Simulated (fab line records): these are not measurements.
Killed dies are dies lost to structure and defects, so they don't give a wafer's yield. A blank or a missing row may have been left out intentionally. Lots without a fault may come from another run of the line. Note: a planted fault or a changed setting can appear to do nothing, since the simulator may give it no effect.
fab line records || flow n5Finfet
record: {"lots": 12, "wafers": 33, "lastDay": 19}
route steps=1938 shown BEOL_M10@1521
lots untouched by any fault: they come from a run of this same line in which no faults occurred
startH: the number of hours between the record's first day and the start of the first shown wafer of the lot || waitH: hours since the lot's step before || " the same as in the row above || L1.1+2: several wafers, shown together as one row || - either no value or no given start || * or withheld: withheld || < > ~ a bound
route shown NAME@n: names a module that has steps shown in the file, with the first one's number in the route || usual: average and standard deviation across the fault-free wafers || same: alike in all rows || chamber/n: place in a boat || sites: the reading at each site || _std_site: the values' standard deviation || _edge_site: outer sites' mean less inner sites' || radiusMm: for every site, how far away it sits from the centre of the wafer || mask NAME#n: copy n || behind: tool/chamber where the wafer was last shaped || hold: why the lot was held/for how many hours/how that ended || device: names the non-switching transistor (n, p or np) || end of line: tests run on the same wafers once the route is complete || step lacking rows: just its recipe || killed: the dies lost at the first sort to structure and to defects; this is not the yield of the wafer || map: the dies of a wafer, with x for killed, . for not killed, _ for no die there
set.NAME: the setting as run; set.NAME@STEP: as run at that earlier step || model.NAME: the simulator's own value behind a step, which no gauge read
one table for each step of the route and one row for each wafer, over a sample of lots
services: a tool's chamber out of use, with start hour (startH, from the record's first day; less than 0 if before it), hours out, and reason
== steps ==
step: N5_BEOL_M10_CURE_72
recipe: {"tempC": 370, "timeS": 120, "ambient": "DMADMS/He", "material": "SiCOH_lowk"}
usual: {"lampPowerPct": "52.32/0.052", "wafer_temp_C_max": "371.6/0.57"}
same: {"timeS": 120}
{"lot.wafer": "L163.2", "tool": "uvCure-03", "chamber": 2, "startH": 238.68, "waitH": 1.4, "lampPowerPct": 52.26, "wafer_temp_C_max": 372.5}
{"lot.wafer": "L163.5", "tool": "uvCure-03", "chamber": 2, "startH": 238.68, "waitH": 1.4, "lampPowerPct": 52.29, "wafer_temp_C_max": 373.4}
{"lot.wafer": "L163.6", "tool": "uvCure-03", "chamber": 2, "startH": 238.68, "waitH": 1.4, "lampPowerPct": 52.36, "wafer_temp_C_max": 372.1}
{"lot.wafer": "L161.2", "tool": "uvCure-02", "chamber": 2, "startH": 238.85, "waitH": 1.6, "lampPowerPct": 52.30, "wafer_temp_C_max": 372.0}
{"lot.wafer": "L161.3", "tool": "uvCure-02", "chamber": 2, "startH": 238.85, "waitH": 1.6, "lampPowerPct": 52.26, "wafer_temp_C_max": 371.6}
{"lot.wafer": "L161.6", "tool": "uvCure-02", "chamber": 2, "startH": 238.85, "waitH": 1.6, "lampPowerPct": 52.35, "wafer_temp_C_max": 372.1}
{"lot.wafer": "L162.1", "tool": "uvCure-03", "chamber": 1, "startH": 243.83, "waitH": 0.0, "lampPowerPct": 52.29, "wafer_temp_C_max": 371.3}
{"lot.wafer": "L162.2", "tool": "uvCure-03", "chamber": 1, "startH": 243.83, "waitH": 0.0, "lampPowerPct": 52.30, "wafer_temp_C_max": 371.0}
{"lot.wafer": "L162.5", "tool": "uvCure-03", "chamber": 1, "startH": 243.83, "waitH": 0.0, "lampPowerPct": 52.26, "wafer_temp_C_max": 371.6}
{"lot.wafer": "L164.1", "tool": "uvCure-02", "chamber": 1, "startH": 255.17, "waitH": 0.0, "lampPowerPct": 52.27, "wafer_temp_C_max": 371.7}
{"lot.wafer": "L164.5", "tool": "uvCure-02", "chamber": 1, "startH": 255.17, "waitH": 0.0, "lampPowerPct": 52.33, "wafer_temp_C_max": 372.1}
{"lot.wafer": "L164.6", "tool": "uvCure-02", "chamber": 1, "startH": 255.17, "waitH": 0.0, "lampPowerPct": 52.27, "wafer_temp_C_max": 371.6}
{"lot.wafer": "L165.1", "tool": "uvCure-03", "chamber": 1, "startH": 255.88, "waitH": 0.0, "lampPowerPct": 52.30, "wafer_temp_C_max": 371.4}
{"lot.wafer": "L165.3", "tool": "uvCure-03", "chamber": 1, "startH": 255.88, "waitH": 0.0, "lampPowerPct": 52.20, "wafer_temp_C_max": 370.9}
{"lot.wafer": "L165.6", "tool": "uvCure-03", "chamber": 1, "startH": 255.88, "waitH": 0.0, "lampPowerPct": 52.29, "wafer_temp_C_max": 371.7}
{"lot.wafer": "L169.1", "tool": "uvCure-02", "chamber": 0, "startH": 268.50, "waitH": 0.0, "lampPowerPct": 52.37, "wafer_temp_C_max": 371.6}
{"lot.wafer": "L169.2", "tool": "uvCure-02", "chamber": 0, "startH": 268.50, "waitH": 0.0, "lampPowerPct": 52.42, "wafer_temp_C_max": 371.8}
{"lot.wafer": "L169.5", "tool": "uvCure-02", "chamber": 0, "startH": 268.50, "waitH": 0.0, "lampPowerPct": 52.27, "wafer_temp_C_max": 371.1}
{"lot.wafer": "L175.1", "tool": "uvCure-03", "chamber": 0, "startH": 324.41, "waitH": 0.0, "lampPowerPct": 52.25, "wafer_temp_C_max": 371.6}
{"lot.wafer": "L175.4", "tool": "uvCure-03", "chamber": 0, "startH": 324.41, "waitH": 0.0, "lampPowerPct": 52.30, "wafer_temp_C_max": 371.9}
{"lot.wafer": "L175.6", "tool": "uvCure-03", "chamber": 0, "startH": 324.41, "waitH": 0.0, "lampPowerPct": 52.33, "wafer_temp_C_max": 371.7}
{"lot.wafer": "L178.2", "tool": "uvCure-01", "chamber": 0, "startH": 360.20, "waitH": 0.1, "lampPowerPct": 52.38, "wafer_temp_C_max": 371.2}
{"lot.wafer": "L178.4", "tool": "uvCure-01", "chamber": 0, "startH": 360.20, "waitH": 0.1, "lampPowerPct": 52.28, "wafer_temp_C_max": 370.9}
{"lot.wafer": "L180.1", "tool": "uvCure-01", "chamber": 0, "startH": 360.62, "waitH": 0.0, "lampPowerPct": 52.45, "wafer_temp_C_max": 370.7}
{"lot.wafer": "L180.5", "tool": "uvCure-01", "chamber": 0, "startH": 360.62, "waitH": 0.0, "lampPowerPct": 52.31, "wafer_temp_C_max": 370.7}
{"lot.wafer": "L181.2", "tool": "uvCure-02", "chamber": 0, "startH": 367.32, "waitH": 0.1, "lampPowerPct": 52.35, "wafer_temp_C_max": 371.2}
{"lot.wafer": "L181.3", "tool": "uvCure-02", "chamber": 0, "startH": 367.32, "waitH": 0.1, "lampPowerPct": 52.39, "wafer_temp_C_max": 371.2}
{"lot.wafer": "L181.6", "tool": "uvCure-02", "chamber": 0, "startH": 367.32, "waitH": 0.1, "lampPowerPct": 52.35, "wafer_temp_C_max": 370.7}
{"lot.wafer": "L182.2", "tool": "uvCure-03", "chamber": 1, "startH": 387.54, "waitH": 0.1, "lampPowerPct": 52.38, "wafer_temp_C_max": 371.6}
{"lot.wafer": "L182.3", "tool": "uvCure-03", "chamber": 1, "startH": 387.54, "waitH": 0.1, "lampPowerPct": 52.29, "wafer_temp_C_max": 371.5}
{"lot.wafer": "L182.4", "tool": "uvCure-03", "chamber": 1, "startH": 387.54, "waitH": 0.1, "lampPowerPct": 52.30, "wafer_temp_C_max": 372.2}
{"lot.wafer": "L183.1", "tool": "uvCure-03", "chamber": 0, "startH": 387.79, "waitH": 0.1, "lampPowerPct": 52.30, "wafer_temp_C_max": 371.5}
{"lot.wafer": "L183.3", "tool": "uvCure-03", "chamber": 0, "startH": 387.79, "waitH": 0.1, "lampPowerPct": 52.28, "wafer_temp_C_max": 371.9}
step: N5_BEOL_M10_DEGAS_44
recipe: {"ambient": "vacuum", "tempC": 250, "timeS": 60}
usual: {"heaterPowerW": "333/31"}
same: {"timeS": 60}
{"lot.wafer": "L163.2", "tool": "pvdSputter-02", "chamber": "-", "startH": 238.97, "waitH": 0.2, "heaterPowerW": 365}
{"lot.wafer": "L163.5", "tool": "pvdSputter-02", "chamber": "-", "startH": 238.97, "waitH": 0.2, "heaterPowerW": 323}
{"lot.wafer": "L163.6", "tool": "pvdSputter-02", "chamber": "-", "startH": 238.97, "waitH": 0.2, "heaterPowerW": 328}
{"lot.wafer": "L161.2", "tool": "pvdSputter-01", "chamber": "-", "startH": 239.19, "waitH": 0.3, "heaterPowerW": 349}
{"lot.wafer": "L161.3", "tool": "pvdSputter-01", "chamber": "-", "startH": 239.19, "waitH": 0.3, "heaterPowerW": 342}
{"lot.wafer": "L161.6", "tool": "pvdSputter-01", "chamber": "-", "startH": 239.19, "waitH": 0.3, "heaterPowerW": 374}
{"lot.wafer": "L162.1", "tool": "pvdSputter-01", "chamber": "-", "startH": 244.17, "waitH": 0.3, "heaterPowerW": 283}
{"lot.wafer": "L162.2", "tool": "pvdSputter-01", "chamber": "-", "startH": 244.17, "waitH": 0.3, "heaterPowerW": 342}
{"lot.wafer": "L162.5", "tool": "pvdSputter-01", "chamber": "-", "startH": 244.17, "waitH": 0.3, "heaterPowerW": 338}
{"lot.wafer": "L164.1", "tool": "pvdSputter-02", "chamber": "-", "startH": 255.51, "waitH": 0.3, "heaterPowerW": 317}
{"lot.wafer": "L164.5", "tool": "pvdSputter-02", "chamber": "-", "startH": 255.51, "waitH": 0.3, "heaterPowerW": 335}
{"lot.wafer": "L164.6", "tool": "pvdSputter-02", "chamber": "-", "startH": 255.51, "waitH": 0.3, "heaterPowerW": 366}
{"lot.wafer": "L165.1", "tool": "pvdSputter-02", "chamber": "-", "startH": 256.32, "waitH": 0.4, "heaterPowerW": 330}
{"lot.wafer": "L165.3", "tool": "pvdSputter-02", "chamber": "-", "startH": 256.32, "waitH": 0.4, "heaterPowerW": 371}
{"lot.wafer": "L165.6", "tool": "pvdSputter-02", "chamber": "-", "startH": 256.32, "waitH": 0.4, "heaterPowerW": 367}
{"lot.wafer": "L169.1", "tool": "pvdSputter-01", "chamber": "-", "startH": 268.84, "waitH": 0.3, "heaterPowerW": 378}
{"lot.wafer": "L169.2", "tool": "pvdSputter-01", "chamber": "-", "startH": 268.84, "waitH": 0.3, "heaterPowerW": 345}
{"lot.wafer": "L169.5", "tool": "pvdSputter-01", "chamber": "-", "startH": 268.84, "waitH": 0.3, "heaterPowerW": 376}
{"lot.wafer": "L175.1", "tool": "pvdSputter-01", "chamber": "-", "startH": 325.04, "waitH": 0.5, "heaterPowerW": 347}
{"lot.wafer": "L175.4", "tool": "pvdSputter-01", "chamber": "-", "startH": 325.04, "waitH": 0.5, "heaterPowerW": 280}
{"lot.wafer": "L175.6", "tool": "pvdSputter-01", "chamber": "-", "startH": 325.04, "waitH": 0.5, "heaterPowerW": 286}
{"lot.wafer": "L178.2", "tool": "pvdSputter-01", "chamber": "-", "startH": 360.50, "waitH": 0.3, "heaterPowerW": 342}
{"lot.wafer": "L178.4", "tool": "pvdSputter-01", "chamber": "-", "startH": 360.50, "waitH": 0.3, "heaterPowerW": 288}
{"lot.wafer": "L180.1", "tool": "pvdSputter-03", "chamber": "-", "startH": 362.91, "waitH": 2.2, "heaterPowerW": 338}
{"lot.wafer": "L180.5", "tool": "pvdSputter-03", "chamber": "-", "startH": 362.91, "waitH": 2.2, "heaterPowerW": 304}
{"lot.wafer": "L181.2", "tool": "pvdSputter-02", "chamber": "-", "startH": 367.75, "waitH": 0.4, "heaterPowerW": 367}
{"lot.wafer": "L181.3", "tool": "pvdSputter-02", "chamber": "-", "startH": 367.75, "waitH": 0.4, "heaterPowerW": 324}
{"lot.wafer": "L181.6", "tool": "pvdSputter-02", "chamber": "-", "startH": 367.75, "waitH": 0.4, "heaterPowerW": 370}
{"lot.wafer": "L182.2", "tool": "pvdSputter-03", "chamber": "-", "startH": 387.95, "waitH": 0.4, "heaterPowerW": 290}
{"lot.wafer": "L182.3", "tool": "pvdSputter-03", "chamber": "-", "startH": 387.95, "waitH": 0.4, "heaterPowerW": 381}
{"lot.wafer": "L182.4", "tool": "pvdSputter-03", "chamber": "-", "startH": 387.95, "waitH": 0.4, "heaterPowerW": 299}
{"lot.wafer": "L183.1", "tool": "pvdSputter-03", "chamber": "-", "startH": 388.27, "waitH": 0.4, "heaterPowerW": 302}
{"lot.wafer": "L183.3", "tool": "pvdSputter-03", "chamber": "-", "startH": 388.27, "waitH": 0.4, "heaterPowerW": 296}
step: N5_BEOL_M10_ALD_74
recipe: {"material": "TaN", "targetThkA": 20, "tempC": 275, "aldPrecursorFamily": "PDMAT", "aldCoReactant": "NH3", "pressureTorr": 3, "carrierFlowSccm": 1500, "pulseTimeS": 2, "purgeTimeS": 3, "coReactantPurgeTimeS": 2, "coReactantPulseTimeS": 3, "aldCycles": 40, "precursorVesselTempC": 75, "precursorVesselPressureTorr": 26.25, "precursorVesselCarrierSccm": 1000}
usual: {"aldCycles": "40/0", "heaterPowerW": "413/36", "precursorVesselPressureTorr": "26.25/0.051"}
same: {"purgeTimeS": 3}
{"lot.wafer": "L163.2", "tool": "aldMetal-01", "chamber": 2, "startH": 239.07, "waitH": 0.0, "aldCycles": 40, "heaterPowerW": 405, "precursorVesselPressureTorr": 26.21}
{"lot.wafer": "L163.5", "tool": "aldMetal-01", "chamber": 0, "startH": 239.07, "waitH": 0.0, "aldCycles": 40, "heaterPowerW": 454, "precursorVesselPressureTorr": 26.32}
{"lot.wafer": "L163.6", "tool": "aldMetal-01", "chamber": 3, "startH": 239.07, "waitH": 0.0, "aldCycles": 40, "heaterPowerW": 422, "precursorVesselPressureTorr": 26.27}
{"lot.wafer": "L161.2", "tool": "aldMetal-01", "chamber": 0, "startH": 239.33, "waitH": 0.1, "aldCycles": 40, "heaterPowerW": 455, "precursorVesselPressureTorr": 26.27}
{"lot.wafer": "L161.3", "tool": "aldMetal-01", "chamber": 1, "startH": 239.33, "waitH": 0.1, "aldCycles": 40, "heaterPowerW": 333, "precursorVesselPressureTorr": 26.30}
{"lot.wafer": "L161.6", "tool": "aldMetal-01", "chamber": 3, "startH": 239.33, "waitH": 0.1, "aldCycles": 40, "heaterPowerW": 429, "precursorVesselPressureTorr": 26.20}
{"lot.wafer": "L162.1", "tool": "aldMetal-04", "chamber": 1, "startH": 244.29, "waitH": 0.1, "aldCycles": 40, "heaterPowerW": 458, "precursorVesselPressureTorr": 26.20}
{"lot.wafer": "L162.2", "tool": "aldMetal-04", "chamber": 0, "startH": 244.29, "waitH": 0.1, "aldCycles": 40, "heaterPowerW": 424, "precursorVesselPressureTorr": 26.19}
{"lot.wafer": "L162.5", "tool": "aldMetal-04", "chamber": 1, "startH": 244.29, "waitH": 0.1, "aldCycles": 40, "heaterPowerW": 449, "precursorVesselPressureTorr": 26.17}
{"lot.wafer": "L164.1", "tool": "aldMetal-04", "chamber": 2, "startH": 255.61, "waitH": 0.0, "aldCycles": 40, "heaterPowerW": 430, "precursorVesselPressureTorr": 26.23}
{"lot.wafer": "L164.5", "tool": "aldMetal-04", "chamber": 1, "startH": 255.61, "waitH": 0.0, "aldCycles": 40, "heaterPowerW": 452, "precursorVesselPressureTorr": 26.22}
{"lot.wafer": "L164.6", "tool": "aldMetal-04", "chamber": 2, "startH": 255.61, "waitH": 0.0, "aldCycles": 40, "heaterPowerW": 418, "precursorVesselPressureTorr": 26.16}
{"lot.wafer": "L165.1", "tool": "aldMetal-03", "chamber": 1, "startH": 256.42, "waitH": 0.0, "aldCycles": 40, "heaterPowerW": 424, "precursorVesselPressureTorr": 26.27}
{"lot.wafer": "L165.3", "tool": "aldMetal-03", "chamber": 0, "startH": 256.42, "waitH": 0.0, "aldCycles": 40, "heaterPowerW": 388, "precursorVesselPressureTorr": 26.21}
{"lot.wafer": "L165.6", "tool": "aldMetal-03", "chamber": 1, "startH": 256.42, "waitH": 0.0, "aldCycles": 40, "heaterPowerW": 434, "precursorVesselPressureTorr": 26.31}
{"lot.wafer": "L169.1", "tool": "aldMetal-03", "chamber": 2, "startH": 268.94, "waitH": 0.0, "aldCycles": 40, "heaterPowerW": 428, "precursorVesselPressureTorr": 26.12}
{"lot.wafer": "L169.2", "tool": "aldMetal-03", "chamber": 3, "startH": 268.94, "waitH": 0.0, "aldCycles": 40, "heaterPowerW": 411, "precursorVesselPressureTorr": 26.36}
{"lot.wafer": "L169.5", "tool": "aldMetal-03", "chamber": 2, "startH": 268.94, "waitH": 0.0, "aldCycles": 40, "heaterPowerW": 414, "precursorVesselPressureTorr": 26.24}
{"lot.wafer": "L175.1", "tool": "aldMetal-03", "chamber": 2, "startH": 325.17, "waitH": 0.1, "aldCycles": 43, "heaterPowerW": 429, "precursorVesselPressureTorr": 26.28}
{"lot.wafer": "L175.4", "tool": "aldMetal-03", "chamber": 1, "startH": 325.17, "waitH": 0.1, "aldCycles": 40, "heaterPowerW": 426, "precursorVesselPressureTorr": 26.29}
{"lot.wafer": "L175.6", "tool": "aldMetal-03", "chamber": 1, "startH": 325.17, "waitH": 0.1, "aldCycles": 40, "heaterPowerW": 420, "precursorVesselPressureTorr": 26.28}
{"lot.wafer": "L178.2", "tool": "aldMetal-01", "chamber": 1, "startH": 360.64, "waitH": 0.1, "aldCycles": 40, "heaterPowerW": 310, "precursorVesselPressureTorr": 26.26}
{"lot.wafer": "L178.4", "tool": "aldMetal-01", "chamber": 0, "startH": 360.64, "waitH": 0.1, "aldCycles": 40, "heaterPowerW": 432, "precursorVesselPressureTorr": 26.23}
{"lot.wafer": "L180.1", "tool": "aldMetal-01", "chamber": 2, "startH": 363.01, "waitH": 0.0, "aldCycles": 40, "heaterPowerW": 425, "precursorVesselPressureTorr": 26.26}
{"lot.wafer": "L180.5", "tool": "aldMetal-01", "chamber": 0, "startH": 363.01, "waitH": 0.0, "aldCycles": 40, "heaterPowerW": 428, "precursorVesselPressureTorr": 26.16}
{"lot.wafer": "L181.2", "tool": "aldMetal-01", "chamber": 1, "startH": 367.87, "waitH": 0.1, "aldCycles": 40, "heaterPowerW": 321, "precursorVesselPressureTorr": 26.27}
{"lot.wafer": "L181.3", "tool": "aldMetal-01", "chamber": 0, "startH": 367.87, "waitH": 0.1, "aldCycles": 40, "heaterPowerW": 436, "precursorVesselPressureTorr": 26.18}
{"lot.wafer": "L181.6", "tool": "aldMetal-01", "chamber": 1, "startH": 367.87, "waitH": 0.1, "aldCycles": 40, "heaterPowerW": 323, "precursorVesselPressureTorr": 26.28}
{"lot.wafer": "L182.2", "tool": "aldMetal-01", "chamber": 0, "startH": 388.07, "waitH": 0.1, "aldCycles": 40, "heaterPowerW": 433, "precursorVesselPressureTorr": 26.30}
{"lot.wafer": "L182.3", "tool": "aldMetal-01", "chamber": 2, "startH": 388.07, "waitH": 0.1, "aldCycles": 40, "heaterPowerW": 418, "precursorVesselPressureTorr": 26.21}
{"lot.wafer": "L182.4", "tool": "aldMetal-01", "chamber": 1, "startH": 388.07, "waitH": 0.1, "aldCycles": 40, "heaterPowerW": 319, "precursorVesselPressureTorr": 26.27}
{"lot.wafer": "L183.1", "tool": "aldMetal-01", "chamber": 0, "startH": 388.37, "waitH": 0.0, "aldCycles": 40, "heaterPowerW": 431, "precursorVesselPressureTorr": 26.26}
{"lot.wafer": "L183.3", "tool": "aldMetal-01", "chamber": 1, "startH": 388.37, "waitH": 0.0, "aldCycles": 40, "heaterPowerW": 312, "precursorVesselPressureTorr": 26.19}
step: N5_BEOL_M10_THK_MEAS_53
recipe: {"thkMeasGauge": "xrf", "reads": "Cu_of_BEOL_M10_ECD_50"}
usual: {"M10_THK": "141/3"}
{"lot.wafer": "L163.2", "tool": "filmMetro-01", "chamber": "-", "startH": 240.66, "waitH": "-", "M10_THK[nm]": 142}
{"lot.wafer": "L163.5", "tool": "filmMetro-01", "chamber": "-", "startH": 240.66, "waitH": "-", "M10_THK[nm]": 142}
{"lot.wafer": "L163.6", "tool": "filmMetro-01", "chamber": "-", "startH": 240.66, "waitH": "-", "M10_THK[nm]": 139}
{"lot.wafer": "L161.2", "tool": "filmMetro-01", "chamber": "-", "startH": 240.76, "waitH": "-", "M10_THK[nm]": 135}
{"lot.wafer": "L161.3", "tool": "filmMetro-01", "chamber": "-", "startH": 240.76, "waitH": "-", "M10_THK[nm]": 143}
{"lot.wafer": "L161.6", "tool": "filmMetro-01", "chamber": "-", "startH": 240.76, "waitH": "-", "M10_THK[nm]": 143}
{"lot.wafer": "L162.1", "tool": "filmMetro-01", "chamber": "-", "startH": 245.88, "waitH": "-", "M10_THK[nm]": 142}
{"lot.wafer": "L162.2", "tool": "filmMetro-01", "chamber": "-", "startH": 245.88, "waitH": "-", "M10_THK[nm]": 140}
{"lot.wafer": "L162.5", "tool": "filmMetro-01", "chamber": "-", "startH": 245.88, "waitH": "-", "M10_THK[nm]": 142}
{"lot.wafer": "L164.1", "tool": "filmMetro-01", "chamber": "-", "startH": 257.72, "waitH": "-", "M10_THK[nm]": 141}
{"lot.wafer": "L164.5", "tool": "filmMetro-01", "chamber": "-", "startH": 257.72, "waitH": "-", "M10_THK[nm]": 140}
{"lot.wafer": "L164.6", "tool": "filmMetro-01", "chamber": "-", "startH": 257.72, "waitH": "-", "M10_THK[nm]": 140}
{"lot.wafer": "L165.1", "tool": "filmMetro-02", "chamber": "-", "startH": 258.28, "waitH": "-", "M10_THK[nm]": 138}
{"lot.wafer": "L165.3", "tool": "filmMetro-02", "chamber": "-", "startH": 258.28, "waitH": "-", "M10_THK[nm]": 142}
{"lot.wafer": "L165.6", "tool": "filmMetro-02", "chamber": "-", "startH": 258.28, "waitH": "-", "M10_THK[nm]": 137}
{"lot.wafer": "L169.1", "tool": "filmMetro-02", "chamber": "-", "startH": 270.79, "waitH": "-", "M10_THK[nm]": 147}
{"lot.wafer": "L169.2", "tool": "filmMetro-02", "chamber": "-", "startH": 270.79, "waitH": "-", "M10_THK[nm]": 143}
{"lot.wafer": "L169.5", "tool": "filmMetro-02", "chamber": "-", "startH": 270.79, "waitH": "-", "M10_THK[nm]": 145}
{"lot.wafer": "L175.1", "tool": "filmMetro-02", "chamber": "-", "startH": 327.21, "waitH": "-", "M10_THK[nm]": 140}
{"lot.wafer": "L175.4", "tool": "filmMetro-02", "chamber": "-", "startH": 327.21, "waitH": "-", "M10_THK[nm]": 139}
{"lot.wafer": "L175.6", "tool": "filmMetro-02", "chamber": "-", "startH": 327.21, "waitH": "-", "M10_THK[nm]": 140}
{"lot.wafer": "L178.2", "tool": "filmMetro-01", "chamber": "-", "startH": 363.78, "waitH": "-", "M10_THK[nm]": 141}
{"lot.wafer": "L178.4", "tool": "filmMetro-01", "chamber": "-", "startH": 363.78, "waitH": "-", "M10_THK[nm]": 137}
{"lot.wafer": "L180.1", "tool": "filmMetro-01", "chamber": "-", "startH": 364.96, "waitH": "-", "M10_THK[nm]": 139}
{"lot.wafer": "L180.5", "tool": "filmMetro-01", "chamber": "-", "startH": 364.96, "waitH": "-", "M10_THK[nm]": 139}
{"lot.wafer": "L181.2", "tool": "filmMetro-01", "chamber": "-", "startH": 369.55, "waitH": "-", "M10_THK[nm]": 137}
{"lot.wafer": "L181.3", "tool": "filmMetro-01", "chamber": "-", "startH": 369.55, "waitH": "-", "M10_THK[nm]": 140}
{"lot.wafer": "L181.6", "tool": "filmMetro-01", "chamber": "-", "startH": 369.55, "waitH": "-", "M10_THK[nm]": 142}
{"lot.wafer": "L182.2", "tool": "filmMetro-01", "chamber": "-", "startH": 389.77, "waitH": "-", "M10_THK[nm]": 136}
{"lot.wafer": "L182.3", "tool": "filmMetro-01", "chamber": "-", "startH": 389.77, "waitH": "-", "M10_THK[nm]": 145}
{"lot.wafer": "L182.4", "tool": "filmMetro-01", "chamber": "-", "startH": 389.77, "waitH": "-", "M10_THK[nm]": 144}
{"lot.wafer": "L183.1", "tool": "filmMetro-01", "chamber": "-", "startH": 390.30, "waitH": "-", "M10_THK[nm]": 141}
{"lot.wafer": "L183.3", "tool": "filmMetro-01", "chamber": "-", "startH": 390.30, "waitH": "-", "M10_THK[nm]": 141}
== services ==
{"tool": "uvCure-02", "chamber": "-", "startH": 215.82, "hours": 22.2, "kind": "pm"}
{"tool": "uvCure-01", "chamber": "-", "startH": 221.54, "hours": 2.5, "kind": "repair"}
{"tool": "aldMetal-01", "chamber": 3, "startH": 234.58, "hours": 3.0, "kind": "repair"}
{"tool": "aldMetal-03", "chamber": 3, "startH": 246.81, "hours": 7.2, "kind": "repair"}
{"tool": "aldMetal-04", "chamber": "-", "startH": 285.66, "hours": 8.7, "kind": "pm"}
{"tool": "pvdSputter-03", "chamber": "-", "startH": 294.50, "hours": 0.8, "kind": "repair"}
{"tool": "uvCure-01", "chamber": "-", "startH": 311.57, "hours": 1.0, "kind": "pm"}
{"tool": "aldMetal-03", "chamber": "-", "startH": 318.79, "hours": 1.7, "kind": "repair"}
{"tool": "uvCure-02", "chamber": "-", "startH": 320.44, "hours": 7.5, "kind": "pm"}
{"tool": "aldMetal-01", "chamber": "-", "startH": 337.25, "hours": 14.0, "kind": "pm"}
{"tool": "aldMetal-01", "chamber": 0, "startH": 337.25, "hours": 14.0, "kind": "ventCycle"}
{"tool": "aldMetal-01", "chamber": 1, "startH": 337.25, "hours": 14.0, "kind": "ventCycle"}
{"tool": "aldMetal-01", "chamber": 2, "startH": 337.25, "hours": 14.0, "kind": "ventCycle"}
{"tool": "aldMetal-01", "chamber": 3, "startH": 337.25, "hours": 14.0, "kind": "ventCycle"}
{"tool": "aldMetal-01", "chamber": 0, "startH": 351.25, "hours": "-", "kind": "clean"}
{"tool": "aldMetal-01", "chamber": 1, "startH": 351.25, "hours": "-", "kind": "clean"}
{"tool": "aldMetal-01", "chamber": 2, "startH": 351.25, "hours": "-", "kind": "clean"}
{"tool": "aldMetal-01", "chamber": 3, "startH": 351.25, "hours": "-", "kind": "clean"}
{"tool": "pvdSputter-03", "chamber": "-", "startH": 376.74, "hours": 2.5, "kind": "repair"}
{"tool": "uvCure-03", "chamber": "-", "startH": 378.82, "hours": 1.0, "kind": "pm"}
== key ==
firstSign: {"step": "N5_BEOL_M10_ALD_74", "reading": "aldCycles", "direction": "up", "sigmas": "99+", "usual": "*", "struck": "*"}
effect none on later readings
metAt N5_BEOL_M10_ALD_74
struckLots L175
struckWafers L175.1
notActingAt N5_BEOL_M10_CURE_72,N5_BEOL_M10_DEGAS_44,N5_BEOL_M10_THK_MEAS_53
onsetBetween 268.94 325.17
fault: {"kind": "processParameterDrift", "tool": "aldMetal-03", "chamber": "-", "onsetH": 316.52, "steps": "N5_BEOL_M10_ALD_74", "channel": "aldCycles", "offset": "*", "shape": "step", "endH": 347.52, "scope": "struckWafersOnly", "actsIn": "*", "stated": "*"}
